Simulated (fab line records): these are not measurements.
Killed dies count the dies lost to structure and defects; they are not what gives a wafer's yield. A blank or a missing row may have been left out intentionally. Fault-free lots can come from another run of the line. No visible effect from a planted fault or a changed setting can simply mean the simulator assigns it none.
fab line records	flow nand-harc
record lots=12	wafers=36	last-day=33
route steps=1302 shown P_GATE@157 END@1302
lots untouched by any fault: they come from a run of this same line in which no faults occurred
start-h: the number of hours between the record's first day and the start of the first shown wafer of the lot	wait-h: hours elapsed since this lot's preceding step	" identical to the entry in the row above	L1.1+2: one row covering several wafers at once	- either no value or no given start	* or withheld: withheld	< > ~ a bound
route shown NAME@n: NAME is a module with steps in the file, n the number in the route of the first one	usual: mean and standard deviation over wafers with no fault	same: alike in all rows	chamber/n: place in a boat	sites: readings site by site	_std_site: the standard deviation of these	_edge_site: the outer-site mean with the inner-site mean subtracted	radius-mm: how far each site lies from the wafer's centre	mask NAME#n: copy n	behind: the most recent tool/chamber to have shaped the wafer	hold: reason for holding the lot/hours on hold/outcome of the hold	device: transistor that didn't switch, given as n, p or np	end of line: the tests these same wafers got at the end of their route	for a step that has no rows: nothing shown but its recipe	killed: the dies lost at the first sort to structure and to defects; this is not the yield of the wafer	map: shows each die of a wafer: x if killed, . if not, _ if none is there
set.NAME: the setting the step ran with; set.NAME@STEP: the setting that earlier step ran with	model.NAME: the simulator's own value behind a step, which no gauge read
a sample of lots followed through the steps of the route, with each step as a table and each wafer as a row
services: a tool's chamber out of use, with start hour (start-h, from the record's first day; less than 0 if before it), hours out, and reason
## steps
# step NHARC_P_GATE_STRIP_101
# recipe time-s=20	o2-flow-sccm=500	ar-flow-sccm=0	bias-w=0	chemistry=O2
# usual chamber-pressure-mTorr=60.00/0.056	drypump-motor-current-A=5.6/0.45	oes-product-au=0.998/0.0097	rf-vpp-V=57.6/0.88	showerhead-plenum-p-Torr=3.51/0.16	throttle-valve-pct=17.036/0.0087
lot.wafer	tool	chamber	start-h	wait-h	chamber-pressure-mTorr	drypump-motor-current-A	oes-product-au	rf-hours-counter-h	rf-vpp-V	showerhead-plenum-p-Torr	throttle-valve-pct
L154.2	rie-diel-04	3	120.01	0.1	60.12	5.2	0.998	4.7	58.6	3.79	17.041
L154.3	"	0	"	"	59.89	5.2	1.010	4.1	57.8	3.59	17.033
L154.6	"	2	"	"	59.94	5.9	1.010	-	57.6	3.32	17.050
L155.4	rie-diel-11	1	127.63	0.1	59.92	5.3	0.996	3.4	57.6	3.38	17.038
L155.1	"	3	"	"	60.04	5.8	1.008	3.3	56.5	3.43	17.038
L155.6	"	0	"	"	59.96	4.7	0.996	-	58.1	3.64	17.020
L157.4	rie-diel-12	0	146.28	0.1	59.95	5.6	0.992	2.1	57.6	3.75	17.014
L157.3	"	1	"	"	60.08	6.2	0.995	1.8	56.9	3.40	17.026
L157.5	"	0	"	"	59.98	5.7	0.991	-	57.8	3.75	17.039
L158.4	rie-diel-12	2	166.02	0.1	60.09	4.7	0.994	2.8	58.5	3.65	17.034
L158.3	"	0	"	"	60.07	5.7	0.990	2.8	58.4	3.75	17.038
L158.6	"	3	"	"	60.00	6.1	0.994	-	56.6	3.47	17.041
L162.1	rie-diel-11	3	201.55	0.1	60.06	5.8	0.988	6.7	57.9	3.43	17.026
L162.2	"	1	"	"	60.02	5.3	0.996	6.9	58.1	3.38	17.047
L162.3	"	2	"	"	60.01	6.1	0.987	7.3	57.9	3.61	17.024
L163.1	rie-diel-04	1	212.49	0.1	60.02	5.6	1.008	1.8	57.8	3.33	17.033
L163.2	"	2	"	"	59.93	5.8	1.000	1.9	56.5	3.31	17.037
L163.5	"	1	"	"	60.06	5.6	0.999	-	56.6	3.33	17.038
L164.4	rie-diel-12	3	219.01	0.1	60.13	6.1	0.983	6.0	57.1	3.47	17.042
L164.3	"	0	"	"	59.99	5.6	0.997	5.9	60.4	3.75	17.031
L164.1	"	2	"	"	59.98	4.8	0.991	5.7	57.6	3.65	17.054
L165.3	rie-diel-04	2	224.52	0.1	59.90	5.9	1.003	2.0	57.3	3.31	17.037
L165.2	"	3	"	"	60.06	5.2	1.014	2.3	58.5	3.79	17.047
L165.5	"	2	"	"	59.99	5.8	1.006	-	57.6	3.31	17.033
L166.2	rie-diel-12	3	235.67	0.1	60.13	6.1	0.992	6.4	56.8	3.47	17.029
L166.4	"	0	"	"	60.06	5.6	0.985	6.3	57.9	3.75	17.045
L166.5	"	0	"	"	59.94	5.7	0.993	-	58.2	3.75	17.036
L168.2	rie-diel-04	2	264.44	0.1	60.04	5.8	1.022	3.4	55.6	3.31	17.044
L168.5	"	1	"	"	60.07	5.6	1.011	-	57.1	3.33	17.040
L168.6	"	2	"	"	60.02	5.8	1.016	-	56.5	3.31	17.040
L171.4	rie-diel-04	1	288.20	0.1	59.96	5.6	1.010	4.4	57.3	3.33	17.039
L171.2	"	2	"	"	59.97	5.8	1.008	3.8	56.7	3.31	17.022
L171.3	"	3	"	"	59.97	5.2	1.000	5.6	58.9	3.78	17.040
L176.2	rie-diel-11	0	339.66	0.1	59.98	4.7	0.982	4.2	57.6	3.63	17.030
L176.1	"	1	"	"	60.05	5.3	0.995	4.7	56.9	3.38	17.033
L176.5	"	0	"	"	60.01	4.7	0.987	-	58.3	3.63	17.029
# step NHARC_P_GATE_STRIP_75
# recipe power-w=1500	temp-c=250	chemistry=O2
# usual drypump-motor-current-A=5.7/0.55	heater-power-w=342/25
lot.wafer	tool	chamber	start-h	wait-h	drypump-motor-current-A	heater-power-w	rf-hours-counter-h
L154.2	plasma-asher-02	1	121.74	0.3	5.8	377	6
L154.3	"	0	"	"	6.5	365	-
L154.6	"	0	"	"	6.5	364	-
L155.1	plasma-asher-02	1	129.58	0.2	5.8	368	9
L155.4	"	1	"	"	5.8	376	-
L155.6	"	1	"	"	5.8	372	-
L157.3	plasma-asher-02	1	148.05	0.2	5.8	372	-
L157.4	"	0	"	"	6.5	361	-
L157.5	"	1	"	"	5.8	370	-
L158.4	plasma-asher-02	0	167.68	0.2	6.5	371	-
L158.3	"	1	"	"	5.8	362	-
L158.6	"	1	"	"	5.8	377	-
L162.2	plasma-asher-01	0	203.17	0.2	5.3	311	6
L162.1	"	1	"	"	5.0	335	6
L162.3	"	1	"	"	5.0	324	-
L163.2	plasma-asher-02	1	214.12	0.3	5.8	364	31
L163.1	"	0	"	"	6.5	358	31
L163.5	"	0	"	"	6.5	367	-
L164.1	plasma-asher-01	1	220.75	0.3	5.1	335	9
L164.4	"	1	"	"	5.0	320	-
L164.3	"	0	"	"	5.3	309	-
L165.2	plasma-asher-02	1	226.29	0.2	5.8	373	33
L165.3	"	0	"	"	6.5	366	-
L165.5	"	1	"	"	5.8	370	-
L166.2	plasma-asher-02	1	237.43	0.3	5.8	385	35
L166.4	"	1	"	"	5.8	376	-
L166.5	"	0	"	"	6.5	357	-
L168.2	plasma-asher-01	0	266.20	0.3	5.3	308	20
L168.6	"	0	"	"	5.4	314	-
L168.5	"	1	"	"	5.1	323	-
L171.2	plasma-asher-01	1	289.95	0.2	5.1	326	24
L171.4	"	1	"	"	5.1	324	-
L171.3	"	0	"	"	5.3	306	-
L176.2	plasma-asher-01	0	341.29	0.2	5.3	304	35
L176.1	"	1	"	"	5.1	325	35
L176.5	"	1	"	"	5.1	326	-
# step NHARC_P_GATE_EXPOSE_56
# recipe na=0.6	target-cd-nm=720	dose-mj=14.81	mask-id=P_PSD
# usual reticle-temp-C=22.99/0.097
lot.wafer	tool	chamber	start-h	wait-h	mask	reticle-temp-C
L154.2	krf-scanner-04	0	122.59	-	P_PSD#0	22.88
L154.3	"	0	"	"	P_PSD#0	22.74
L154.6	"	0	"	"	P_PSD#0	22.99
L155.1	krf-scanner-01	0	130.34	-	P_PSD#0	22.97
L155.4	"	0	"	"	P_PSD#0	22.86
L155.6	"	0	"	"	P_PSD#0	22.92
L157.3	krf-scanner-04	0	148.68	-	P_PSD#0	22.90
L157.4	"	0	"	"	P_PSD#0	22.97
L157.5	"	0	"	"	P_PSD#0	22.97
L158.3	krf-scanner-04	0	168.31	-	P_PSD#0	22.97
L158.4	"	0	"	"	P_PSD#0	23.07
L158.6	"	0	"	"	P_PSD#0	23.09
L162.1	krf-scanner-02	0	203.94	-	P_PSD#0	23.02
L162.2	"	0	"	"	P_PSD#0	22.99
L162.3	"	0	"	"	P_PSD#0	23.02
L163.1	krf-scanner-01	0	214.89	-	P_PSD#0	22.94
L163.2	"	0	"	"	P_PSD#0	22.96
L163.5	"	0	"	"	P_PSD#0	22.93
L164.1	krf-scanner-01	0	221.39	-	P_PSD#0	23.06
L164.3	"	0	"	"	P_PSD#0	23.13
L164.4	"	0	"	"	P_PSD#0	23.16
L165.2	krf-scanner-02	0	227.05	-	P_PSD#0	22.94
L165.3	"	0	"	"	P_PSD#0	22.98
L165.5	"	0	"	"	P_PSD#0	23.01
L166.2	krf-scanner-04	0	238.20	-	P_PSD_R1#0	23.07
L166.4	"	0	"	"	P_PSD_R1#0	22.91
L166.5	"	0	"	"	P_PSD_R1#0	22.81
L168.2	krf-scanner-04	0	266.97	-	P_PSD#0	22.95
L168.5	"	0	"	"	P_PSD#0	22.96
L168.6	"	0	"	"	P_PSD#0	23.08
L171.2	krf-scanner-01	0	290.73	-	P_PSD#0	23.10
L171.3	"	0	"	"	P_PSD#0	23.18
L171.4	"	0	"	"	P_PSD#0	23.07
L176.1	krf-scanner-02	0	342.05	-	P_PSD#0	23.13
L176.2	"	0	"	"	P_PSD#0	23.01
L176.5	"	0	"	"	P_PSD#0	22.92
# step NHARC_P_GATE_STRIP_112
# recipe power-w=1500	temp-c=110	time-s=200	chemistry=N2/H2
# usual drypump-motor-current-A=5.8/0.53	heater-power-w=94/6.3
lot.wafer	tool	chamber	start-h	wait-h	drypump-motor-current-A	heater-power-w	rf-hours-counter-h
L154.2	plasma-asher-02	1	123.43	0.3	5.8	99	7
L154.3	"	0	"	"	6.5	98	-
L154.6	"	0	"	"	6.5	97	-
L155.1	plasma-asher-02	0	131.07	0.2	6.5	97	9
L155.4	"	1	"	"	5.8	103	-
L155.6	"	0	"	"	6.5	96	-
L157.3	plasma-asher-01	0	149.51	0.3	5.3	83	-
L157.4	"	1	"	"	5.0	88	-
L157.5	"	1	"	"	5.0	86	-
L158.3	plasma-asher-02	1	169.06	0.2	5.8	99	-
L158.4	"	0	"	"	6.5	96	-
L158.6	"	0	"	"	6.5	95	-
L162.1	plasma-asher-02	0	204.62	0.2	6.5	97	28
L162.2	"	1	"	"	5.8	98	28
L162.3	"	0	"	"	6.5	97	-
L163.1	plasma-asher-01	1	215.57	0.2	5.1	90	8
L163.2	"	0	"	"	5.3	83	8
L163.5	"	1	"	"	5.1	87	-
L164.1	plasma-asher-02	1	222.12	0.2	5.8	99	32
L164.3	"	0	"	"	6.5	97	-
L164.4	"	1	"	"	5.8	102	-
L165.2	plasma-asher-01	1	227.78	0.2	5.1	90	11
L165.3	"	1	"	"	5.0	88	-
L165.5	"	1	"	"	5.1	88	-
L166.2	plasma-asher-02	0	238.91	0.2	6.5	96	35
L166.4	"	0	"	"	6.5	97	-
L166.5	"	0	"	"	6.5	98	-
L168.2	plasma-asher-02	1	267.69	0.2	5.8	97	2
L168.5	"	0	"	"	6.5	97	-
L168.6	"	1	"	"	5.8	99	-
L171.2	plasma-asher-02	1	291.46	0.2	5.8	98	7
L171.3	"	0	"	"	6.5	96	-
L171.4	"	1	"	"	5.8	96	-
L176.1	plasma-asher-02	1	342.74	0.2	5.8	98	16
L176.2	"	0	"	"	6.5	97	16
L176.5	"	1	"	"	5.8	98	-
# step NHARC_END_SORT_01
# recipe temp-c=25
# usual killed-at-array=46/16	killed-at-other=0.9/1.3	killed-at-periphery=4.1/3	killed-dies=51/17	killed-open=3.5/1.8	killed-short=2.5/1.8
# same gross-dies=677
lot.wafer	tool	chamber	start-h	wait-h	killed-at-array	killed-at-other	killed-at-periphery	killed-dies	killed-open	killed-short
L164.1	prober-02	0	668.12	2.5	37	0	0	37	5	0
L164.3	prober-02	0	669.70	3.1	42	0	2	44	4	4
L164.4	prober-02	0	670.50	3.4	37	1	1	39	8	1
L166.2	prober-02	0	679.72	2.8	27	0	4	31	5	0
L166.4	prober-02	0	681.33	3.4	23	1	3	27	4	4
L166.5	prober-02	0	682.13	3.7	22	0	3	25	5	4
L165.2	prober-01	0	690.68	2.8	28	1	8	37	3	1
L165.3	prober-01	0	691.47	3.1	33	2	4	39	5	1
L165.5	prober-01	0	693.07	3.7	35	0	8	43	1	0
L171.2	prober-02	0	769.53	2.8	30	2	11	43	5	2
L171.3	prober-02	0	770.31	3.1	46	0	6	52	5	6
L171.4	prober-02	0	771.10	3.4	34	3	6	43	2	4
# killed by level:class
L164.1 A_CHANNEL_HOLE_D2:chamber-film-flake=22 A_CHANNEL_HOLE_D1:chamber-film-flake=4 A_M0:geometric-particle:open=2 A_CONTACT:chamber-film-flake=2 A_M1:chamber-film-flake=2 A_CHANNEL_FILL_D1:geometric-particle:open=1 A_CHANNEL_FILL_D2:geometric-particle:open=1 A_CONTACT:geometric-particle:open=1
L164.3 A_CHANNEL_HOLE_D2:chamber-film-flake=18 A_M1:chamber-film-flake=6 A_CONTACT:chamber-film-flake=5 A_CHANNEL_HOLE_D1:chamber-film-flake=3 A_SLIT:chamber-film-flake=3 A_ONON_D2:geometric-particle:short=2 P_GATE:geometric-particle:open=1 P_M2:geometric-particle:open=1
L164.4 A_CHANNEL_HOLE_D2:chamber-film-flake=14 A_CHANNEL_HOLE_D1:chamber-film-flake=6 A_CONTACT:chamber-film-flake=3 A_M1:chamber-film-flake=3 A_BLC:geometric-particle:open=2 A_DECK1_JOINT:chamber-film-flake=2 P_GATE:geometric-particle:open=1 A_DECK1_JOINT:geometric-particle:open=1
L166.2 A_CHANNEL_HOLE_D1:chamber-film-flake=15 A_CONTACT:chamber-film-flake=3 P_ZERO_WELL:chamber-film-flake=2 A_SLIT:chamber-film-flake=2 A_ONON_D1:geometric-particle:open=1 A_DECK1_JOINT:geometric-particle:open=1 A_ONON_D2:geometric-particle:open=1 A_SGD_CUT:geometric-particle:open=1
L166.4 A_CHANNEL_HOLE_D1:chamber-film-flake=8 A_STAIRCASE:chamber-film-flake=4 P_M1:chamber-film-flake=2 A_CONTACT:chamber-film-flake=2 A_ONON_D1:geometric-particle:open=1 A_ONON_D1:geometric-particle:short=1 A_CHANNEL_HOLE_D1:geometric-particle:open=1 A_CHANNEL_FILL_D1:geometric-particle:short=1
L166.5 A_CHANNEL_HOLE_D1:chamber-film-flake=7 A_CONTACT:chamber-film-flake=4 P_M0:geometric-particle:open=2 A_CHANNEL_FILL_D2:geometric-particle:short=2 A_STAIRCASE:chamber-film-flake=2 A_SLIT:chamber-film-flake=2 P_GATE:geometric-particle:open=1 A_DECK1_JOINT:geometric-particle:short=1
L165.2 A_CHANNEL_HOLE_D2:chamber-film-flake=15 P_M1:chamber-film-flake=7 A_CHANNEL_HOLE_D1:chamber-film-flake=4 A_CONTACT:chamber-film-flake=3 A_M0:geometric-particle:open=2 A_M1:chamber-film-flake=2 P_M0:geometric-particle:open=1 A_CHANNEL_FILL_D2:geometric-particle:short=1
L165.3 A_CHANNEL_HOLE_D2:chamber-film-flake=16 A_CHANNEL_HOLE_D1:chamber-film-flake=6 A_WL_FILL:chamber-film-flake=2 A_M1:chamber-film-flake=2 P_M0:geometric-particle:open=1 P_M1:geometric-particle:open=1 A_CHANNEL_FILL_D1:geometric-particle:short=1 A_SGD_CUT:geometric-particle:open=1
L165.5 A_CHANNEL_HOLE_D2:chamber-film-flake=17 A_CHANNEL_HOLE_D1:chamber-film-flake=9 P_M1:chamber-film-flake=7 A_WL_FILL:chamber-film-flake=5 A_M1:chamber-film-flake=3 A_M0:geometric-particle:open=1 P_ZERO_WELL:chamber-film-flake=1
L171.2 A_CONTACT:chamber-film-flake=9 P_M1:chamber-film-flake=6 A_CHANNEL_HOLE_D1:chamber-film-flake=5 P_GATE:chamber-film-flake=4 A_WL_FILL:chamber-film-flake=3 A_CHANNEL_HOLE_D2:chamber-film-flake=2 A_SLIT:chamber-film-flake=2 THIN_TSV:chamber-film-flake=2
L171.3 A_CHANNEL_HOLE_D1:chamber-film-flake=10 A_SLIT:chamber-film-flake=8 A_CHANNEL_HOLE_D2:chamber-film-flake=6 A_CONTACT:chamber-film-flake=6 P_M1:chamber-film-flake=4 A_STAIRCASE:chamber-film-flake=3 A_CHANNEL_FILL_D2:geometric-particle:open=2 A_WL_FILL:geometric-particle:short=2
L171.4 A_CHANNEL_HOLE_D1:chamber-film-flake=11 A_CONTACT:chamber-film-flake=5 A_SLIT:chamber-film-flake=5 A_WL_FILL:chamber-film-flake=5 THIN_TSV:chamber-film-flake=3 A_WL_FILL:geometric-particle:short=2 P_M1:chamber-film-flake=2 P_CONTACT:geometric-particle:short=1
## services
tool	chamber	start-h	hours	kind
krf-scanner-01	-	98.84	0.8	repair
krf-scanner-01	-	104.49	3.1	repair
plasma-asher-01	-	128.80	2.5	repair
rie-diel-12	2	132.61	3.4	repair
krf-scanner-04	-	137.31	0.2	repair
krf-scanner-01	-	138.04	0.3	repair
krf-scanner-01	-	140.00	4.0	pm
plasma-asher-01	-	156.04	1.6	repair
plasma-asher-01	-	165.00	9.0	pm
rie-diel-12	2	171.27	3.3	repair
rie-diel-04	0	176.63	23.5	repair
rie-diel-04	-	177.90	9.0	pm
krf-scanner-04	-	182.00	4.0	pm
rie-diel-04	2	235.87	5.6	repair
rie-diel-04	1	236.76	4.6	repair
rie-diel-12	2	236.78	9.8	repair
krf-scanner-01	-	242.31	1.6	repair
plasma-asher-02	-	249.00	9.0	pm
rie-diel-12	-	268.52	9.0	pm
rie-diel-04	2	298.19	2.4	repair
krf-scanner-01	-	312.00	4.0	pm
rie-diel-04	0	312.23	18.8	repair
krf-scanner-04	-	319.37	1.2	repair
plasma-asher-01	-	342.00	9.0	pm
## key
first-sign step=NHARC_P_GATE_EXPOSE_56	reading=mask	direction=changed
effect none on later readings
met-at NHARC_P_GATE_EXPOSE_56
struck-lots L166
tester-left-out L166
not-acting-at NHARC_P_GATE_STRIP_101,NHARC_P_GATE_STRIP_75,NHARC_P_GATE_STRIP_112
onset-between 168.31 238.20
fault kind=wrong-mask	tool=any	chamber=-	onset-h=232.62	steps=NHARC_P_GATE_EXPOSE_56	aux-copy=P_PSD_R1#0	cd-offset-nm=-4.3559	scope=struck-lots-only
# tester-left-out: of these lots the tester's yield and bins aren't shown, on N5 and GAA mostly nor the transistor test; their killed dies are dies lost to structure and defects alone, not to doping, threshold or leakage, so they don't give the yield
